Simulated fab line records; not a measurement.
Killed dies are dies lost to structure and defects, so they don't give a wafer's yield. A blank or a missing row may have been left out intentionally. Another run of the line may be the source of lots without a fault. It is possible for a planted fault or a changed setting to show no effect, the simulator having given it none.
Struck lot and sound lot, side by side    flow n5Finfet    29 out of 1938 route steps
Sound: the wafers L917.2, L917.3, L917.5. The struck wafers were L919.1, L919.4, L919.5. The cause is given at the end.
Per side, at each step with rows, come the tool, then ch with its chambers, and then its first start. Under that, the readings that differ: sound wafers    struck wafers    difference of the means    sigmas: that difference in standard deviations of wafers without a fault.
alike: readings with means less than 2 such deviations apart, plus words and numbers identical on both sides. not compared: withheld readings, readings lacking a value on some wafer, bounds such as >300 that could conceal the same value, and numbers that have no deviation in the record and whose values overlap.
A row with sigmas, a row that says differs or no value, or rows on one side alone: a step with any of these is where the two part. Numbers that have no deviation but don't overlap get no sigmas and don't part them. A reading missing from all wafers of one side parts the sides only when that side holds two or more wafers.

N5_BEOL_M6_ETCH_72: etches underlayer in N2/H2, target depth 6.5 nm, time 5.2 s.
  sound on rieDiel-03 ch 1,2,3, day 11 06:13; struck on rieDiel-04 ch 1,3, day 11 11:49
  alike: chamberPressureMTorr, drypumpMotorCurrentA, etchRfOnTimeS, oesProductAu, rfVppV, showerheadPlenumPTorr, throttleValvePct
  not compared: rfHoursCounterH
then, 4 steps without rows for these wafers: N5_BEOL_M6_ETCH_65 (etches SiARC in CF4, target depth 15.6 nm, time 26 s); N5_BEOL_M6_ETCH_66 (etches SOC in N2/H2, target depth 80 nm, overetch 16 nm, time 120 s); N5_BEOL_M6_STRIP_69 (strips in N2/H2); N5_BEOL_M6_STRIP_73 (strips in N2/H2).
N5_BEOL_M6_VIA_ETCH_34: etches SiCOH lowk in C4F6/O2, target depth 126.3 nm, time 50.9 s.
  sound on rieDiel-03 ch 1,2,3, day 11 06:22; struck on rieDiel-04 ch 1,3, day 11 11:58
  alike: chamberPressureMTorr, drypumpMotorCurrentA, mfcArSccm, oesProductAu, rfVppV, showerheadPlenumPTorr, throttleValvePct
  not compared: rfHoursCounterH
then, 1 step without rows for these wafers: N5_BEOL_M6_STRIP_76 (strips in C4F6/O2).
N5_BEOL_M6_STRIP_36: strips in N2/H2.
  sound on rieDiel-03 ch 1,2,3, day 11 06:25; struck on rieDiel-04 ch 1,3, day 11 12:01
  alike: biasPowerW, chamberPressureMTorr, drypumpMotorCurrentA, oesProductAu, rfVppV, showerheadPlenumPTorr, throttleValvePct
  not compared: rfHoursCounterH
then, 3 steps without rows for these wafers: N5_BEOL_M6_TRENCH_ETCH_37 (etches SiCOH lowk in C4F6/O2, target depth 94.435 nm, time 31.5 s); N5_BEOL_M6_ETCH_41 (etches SiCN in CH3F/O2, target depth 29.7 nm, time 52 s); N5_BEOL_M6_STRIP_80 (strips in N2/H2, time 10 s).
N5_BEOL_M6_OCD_MEAS_38:
  sound: ocd-02 at day 11 06:37; struck: ocd-01 at day 11 12:13
  alike: trenchDepthNm
N5_BEOL_M6_HM_STRIP_39: strips TiN in peroxide tin strip, target depth 25 nm, time 158 s.
  sound on wetBench-03 ch 0,3,7, day 11 06:38; struck on wetBench-06 ch 2,4,6, day 11 12:15
  no value came back on the struck wafers for bathGuardTempC (C), bathHeatDutyPct (%); on the sound wafers bathGuardTempC (C) reads 49.2 49.5 49.7
reading                                    sound  struck      difference  sigmas
model.TiN_of_BEOL_M6_HM_DEP_02.thkNm (nm)  0 0 0  17 17.2 17  +17         
then, 1 step without rows for these wafers: N5_BEOL_M6_SRD_40 (time 30 s).
N5_BEOL_M6_PRECLEAN_42: cleans in residue remover, time 60 s.
  sound on wetBench-03 ch 0,3,7, day 11 06:42; struck on wetBench-06 ch 2,4,6, day 11 12:19
reading                                    sound  struck   difference  sigmas
model.TiN_of_BEOL_M6_HM_DEP_02.thkNm (nm)  0 0 0  6 6.2 6  +6          
then, 1 step without rows for these wafers: N5_BEOL_M6_SRD_43 (time 30 s).
N5_BEOL_M6_CD_MEAS_35: target cd 40 nm, target cd y 28 nm.
  sound: cdSem-02 at day 11 06:46; struck: cdSem-02 at day 11 12:22
  alike: cdNm
then, 3 steps without rows for these wafers: N5_BEOL_M6_CURE_75 (cures SiCOH lowk, time 120 s); N5_BEOL_M6_DEGAS_44 (time 60 s); N5_BEOL_M6_PRE_CLEAN_45 (time 30 s).
N5_BEOL_M6_ALD_77: deposits TaN, target thk 2 nm, pulse time 2 s, purge time 3 s.
  sound on aldMetal-02 ch 0,2, day 11 07:21; struck on aldMetal-02 ch 2,3, day 11 14:12
  alike: heaterPowerW
then, 4 steps without rows for these wafers: N5_BEOL_M6_SURFACE_TREAT_79; N5_BEOL_M6_CVD_78 (deposits Co from CCTBA/H2, target thk 2 nm, time 142.3 s); N5_BEOL_M6_SPUTTER_48 (material Cu, target thk 10 nm, time 1.667 s); N5_BEOL_M6_ECD_50 (material Cu, target thk 300 nm).
N5_BEOL_M6_ANNEAL_51: time 90 s.
  sound on rtpAnneal-02 ch 0, day 11 09:50; struck on rtpAnneal-01 ch 0, day 11 14:56
  alike: wafer_temp_C_max
N5_BEOL_M6_CMP_52: polishes, stops on SiCOH lowk, t overpolish 6.9 s, target thk 80 nm.
  sound on cmp-04 ch 1,2, day 11 10:05; struck on cmp-03 ch 0,1,2, day 11 15:14
reading                    sound           struck          difference  sigmas
barrierFieldEndpointS (s)  29.1 29.5 29.8  36.0 37.2 35.8  +6.9        +11
  alike: motorCurrentA
N5_BEOL_M6_THK_MEAS_53: measures by xrf.
  sound: filmMetro-01 at day 11 10:23; struck: filmMetro-02 at day 11 15:31
  alike: M6_THK
-- a jump in the record: the struck wafers' starts before and after are 4 days apart (it breaks off in module BEOL_M6 and resumes in module PASSIVATION, where the first step shown is number 1936 of the route) --
N5_PASSIVATION_PROBE_49:
  sound: prober-01 at day 15 03:10; struck: prober-01 at day 15 03:46
reading           sound  struck    difference  sigmas
killedAtFrontEnd  33 50  52 73 73  +24         +2
killedShort       20 34  37 45 52  +18         +2
  alike: defectLimitedYield, killed_at_M0_to_M3, killed_at_M4_up, killedAtContacts, killedAtOther, killedDies, killedOpen, sort_bin_5_function, sort_bin_6_memory, sortNPass, sortYieldPct

WHERE THEY PART
Earliest at N5_BEOL_M6_HM_STRIP_39; latest, in this record, at N5_PASSIVATION_PROBE_49.

WHY: whatever the simulator had introduced
Whole step skipped at N5_BEOL_M6_HM_STRIP_39 on wetBench-06, starting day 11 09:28. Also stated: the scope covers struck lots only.
